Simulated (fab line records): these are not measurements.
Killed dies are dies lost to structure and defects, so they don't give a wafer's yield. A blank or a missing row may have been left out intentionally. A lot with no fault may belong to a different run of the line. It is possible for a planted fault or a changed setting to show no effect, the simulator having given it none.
Split-lot study :: flow n5Finfet :: route with 1938 steps; 7 lots, 39 wafers read

## SPLIT DETAILS
At N5_BEOL_M4_ILD_DEP_00 (deposits SiOC from DEMS/O2, target thk 79 nm, time 15.3 s), the setting targetThkA was moved away from the recipe's 790 angstrom on 12 of the 39 wafers read, by -38.7% to +51.3%. The other wafers ran this setting at the recipe's value.

No step appears in the file between the split and the reading.

## THE READING
M4_ILD_THK (nm), taken at N5_BEOL_M4_THK_MEAS_01. A value of 78.8 nm with a standard deviation of 1 nm is what fault-free wafers of this fab line usually give.

wafer: L086.1
tool, chamber at the split: pecvd-03, 1
targetThkA as run, angstrom: 790
against the recipe: recipe
M4_ILD_THK, nm: 77.3
against lot-mates on the recipe: -

wafer: L086.2
tool, chamber at the split: pecvd-03, 2
targetThkA as run, angstrom: 484
against the recipe: -38.7%
M4_ILD_THK, nm: 48.3
against lot-mates on the recipe: -29.9

wafer: L086.3
tool, chamber at the split: pecvd-03, 0
targetThkA as run, angstrom: 790
against the recipe: recipe
M4_ILD_THK, nm: 77.9
against lot-mates on the recipe: -

wafer: L086.4
tool, chamber at the split: pecvd-03, 2
targetThkA as run, angstrom: 790
against the recipe: recipe
M4_ILD_THK, nm: 79.3
against lot-mates on the recipe: -

wafer: L086.5
tool, chamber at the split: pecvd-03, 1
targetThkA as run, angstrom: 484
against the recipe: -38.7%
M4_ILD_THK, nm: 47.4
against lot-mates on the recipe: -30.8

wafer: L086.6
tool, chamber at the split: pecvd-03, 0
targetThkA as run, angstrom: 484
against the recipe: -38.7%
M4_ILD_THK, nm: 48.9
against lot-mates on the recipe: -29.3

wafer: L087.2
tool, chamber at the split: pecvd-01, 1
targetThkA as run, angstrom: 790
against the recipe: recipe
M4_ILD_THK, nm: 78.6
against lot-mates on the recipe: -

wafer: L087.4
tool, chamber at the split: pecvd-01, 0
targetThkA as run, angstrom: 790
against the recipe: recipe
M4_ILD_THK, nm: 79.7
against lot-mates on the recipe: -

wafer: L087.6
tool, chamber at the split: pecvd-01, 1
targetThkA as run, angstrom: 790
against the recipe: recipe
M4_ILD_THK, nm: 79.9
against lot-mates on the recipe: -

wafer: L090.1
tool, chamber at the split: pecvd-02, 1
targetThkA as run, angstrom: 1195
against the recipe: +51.3%
M4_ILD_THK, nm: 118.3
against lot-mates on the recipe: +38.5

wafer: L090.2
tool, chamber at the split: pecvd-02, 2
targetThkA as run, angstrom: 790
against the recipe: recipe
M4_ILD_THK, nm: 80.0
against lot-mates on the recipe: -

wafer: L090.3
tool, chamber at the split: pecvd-02, 0
targetThkA as run, angstrom: 1195
against the recipe: +51.3%
M4_ILD_THK, nm: 119.1
against lot-mates on the recipe: +39.3

wafer: L090.4
tool, chamber at the split: pecvd-02, 0
targetThkA as run, angstrom: 1195
against the recipe: +51.3%
M4_ILD_THK, nm: 121.6
against lot-mates on the recipe: +41.8

wafer: L090.5
tool, chamber at the split: pecvd-02, 1
targetThkA as run, angstrom: 790
against the recipe: recipe
M4_ILD_THK, nm: 78.9
against lot-mates on the recipe: -

wafer: L090.6
tool, chamber at the split: pecvd-02, 2
targetThkA as run, angstrom: 790
against the recipe: recipe
M4_ILD_THK, nm: 80.6
against lot-mates on the recipe: -

wafer: L095.1
tool, chamber at the split: pecvd-02, 0
targetThkA as run, angstrom: 790
against the recipe: recipe
M4_ILD_THK, nm: 78.4
against lot-mates on the recipe: -

wafer: L095.2
tool, chamber at the split: pecvd-02, 2
targetThkA as run, angstrom: 790
against the recipe: recipe
M4_ILD_THK, nm: 79.1
against lot-mates on the recipe: -

wafer: L095.3
tool, chamber at the split: pecvd-02, 1
targetThkA as run, angstrom: 985.1
against the recipe: +24.7%
M4_ILD_THK, nm: 97.2
against lot-mates on the recipe: +17.8

wafer: L095.4
tool, chamber at the split: pecvd-02, 0
targetThkA as run, angstrom: 790
against the recipe: recipe
M4_ILD_THK, nm: 80.7
against lot-mates on the recipe: -

wafer: L095.5
tool, chamber at the split: pecvd-02, 1
targetThkA as run, angstrom: 985.1
against the recipe: +24.7%
M4_ILD_THK, nm: 99.4
against lot-mates on the recipe: +20.0

wafer: L095.6
tool, chamber at the split: pecvd-02, 2
targetThkA as run, angstrom: 985.1
against the recipe: +24.7%
M4_ILD_THK, nm: 100.8
against lot-mates on the recipe: +21.4

wafer: L094.1
tool, chamber at the split: pecvd-01, 0
targetThkA as run, angstrom: 996.1
against the recipe: +26.1%
M4_ILD_THK, nm: 98.7
against lot-mates on the recipe: +20.2

wafer: L094.2
tool, chamber at the split: pecvd-01, 1
targetThkA as run, angstrom: 790
against the recipe: recipe
M4_ILD_THK, nm: 77.7
against lot-mates on the recipe: -

wafer: L094.3
tool, chamber at the split: pecvd-01, 1
targetThkA as run, angstrom: 996.1
against the recipe: +26.1%
M4_ILD_THK, nm: 100.1
against lot-mates on the recipe: +21.6

wafer: L094.4
tool, chamber at the split: pecvd-01, 0
targetThkA as run, angstrom: 790
against the recipe: recipe
M4_ILD_THK, nm: 78.8
against lot-mates on the recipe: -

wafer: L094.5
tool, chamber at the split: pecvd-01, 0
targetThkA as run, angstrom: 790
against the recipe: recipe
M4_ILD_THK, nm: 79.1
against lot-mates on the recipe: -

wafer: L094.6
tool, chamber at the split: pecvd-01, 1
targetThkA as run, angstrom: 996.1
against the recipe: +26.1%
M4_ILD_THK, nm: 98.9
against lot-mates on the recipe: +20.4

wafer: L096.1
tool, chamber at the split: pecvd-02, 2,1
targetThkA as run, angstrom: 790
against the recipe: recipe
M4_ILD_THK, nm: 79.6
against lot-mates on the recipe: -

wafer: L096.2
tool, chamber at the split: pecvd-02, 1
targetThkA as run, angstrom: 790
against the recipe: recipe
M4_ILD_THK, nm: 77.7
against lot-mates on the recipe: -

wafer: L096.3
tool, chamber at the split: pecvd-02, 0
targetThkA as run, angstrom: 790
against the recipe: recipe
M4_ILD_THK, nm: 79.4
against lot-mates on the recipe: -

wafer: L096.4
tool, chamber at the split: pecvd-02, 0
targetThkA as run, angstrom: 790
against the recipe: recipe
M4_ILD_THK, nm: 80.0
against lot-mates on the recipe: -

wafer: L096.5
tool, chamber at the split: pecvd-02, 2
targetThkA as run, angstrom: 790
against the recipe: recipe
M4_ILD_THK, nm: 80.5
against lot-mates on the recipe: -

wafer: L096.6
tool, chamber at the split: pecvd-02, 2,1
targetThkA as run, angstrom: 790
against the recipe: recipe
M4_ILD_THK, nm: 79.7
against lot-mates on the recipe: -

wafer: L097.1
tool, chamber at the split: pecvd-03, 2,0
targetThkA as run, angstrom: 790
against the recipe: recipe
M4_ILD_THK, nm: 79.4
against lot-mates on the recipe: -

wafer: L097.2
tool, chamber at the split: pecvd-03, 1
targetThkA as run, angstrom: 790
against the recipe: recipe
M4_ILD_THK, nm: 76.9
against lot-mates on the recipe: -

wafer: L097.3
tool, chamber at the split: pecvd-03, 0
targetThkA as run, angstrom: 790
against the recipe: recipe
M4_ILD_THK, nm: 77.6
against lot-mates on the recipe: -

wafer: L097.4
tool, chamber at the split: pecvd-03, 2,0
targetThkA as run, angstrom: 790
against the recipe: recipe
M4_ILD_THK, nm: 79.3
against lot-mates on the recipe: -

wafer: L097.5
tool, chamber at the split: pecvd-03, 2
targetThkA as run, angstrom: 790
against the recipe: recipe
M4_ILD_THK, nm: 78.9
against lot-mates on the recipe: -

wafer: L097.6
tool, chamber at the split: pecvd-03, 1
targetThkA as run, angstrom: 790
against the recipe: recipe
M4_ILD_THK, nm: 78.6
against lot-mates on the recipe: -
The file does not say which wafer passed through which chamber wherever a row lists several chambers: such a row stands for several wafers.

FIT RESULTS
A straight line over all 39 wafers: M4_ILD_THK changes by +0.794 nm for each +1% of targetThkA; r = +1.00; the points scatter about the line by 1.1 nm.
The same after taking each lot's own level away (the mean of its wafers on the recipe; 39 wafers): +0.78 nm for each +1%; r = +1.00; scatter 0.96 nm.
Per that fit: largest targetThkA move, reading shift of 40 nm.
Across the lots, their own levels run from 78.17 to 79.83 nm, a range of 1.7 times the standard deviation given above.
The two slopes agree, so the slope changes little with the lot-to-lot level.
Check: for one of the wafers moved furthest among these (+51.3%), held out of the fit, the line's prediction against its lot-mates is +40.4 nm. Against them it came out at +38.5 nm.

## FURTHER SPLITS ON THESE WAFERS
Before the reading, these wafers also passed through other splits. Each is held against what the fit with the lots' levels taken away leaves over:
other split on the same wafers: N5_BEOL_M2_HM_DEP_02 targetThkA
wafers away from the commonest value: 15
r with M4_ILD_THK (lot level and that fit taken away): +0.09

## THE WHOLE CHAIN: every reading that the file lists as answering this split, in the file's order
step: N5_BEOL_M4_ILD_DEP_00
what it does: deposits SiOC from DEMS/O2, target thk 79 nm, time 15.3 s
reading: SiOC_of_BEOL_M4_ILD_DEP_00.thkNm (the simulator's own value, which no gauge read)
change (the file's fit): +0.779 nm for each +1% of the setting
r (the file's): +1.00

step: N5_BEOL_M4_THK_MEAS_01
what it does: 
reading: M4_ILD_THK
change (the file's fit): +0.781 for each +1% of the setting
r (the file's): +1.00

## FILE'S OWN FIT
M4_ILD_THK changes by +0.781 nm for each +1% of targetThkA, r = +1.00.
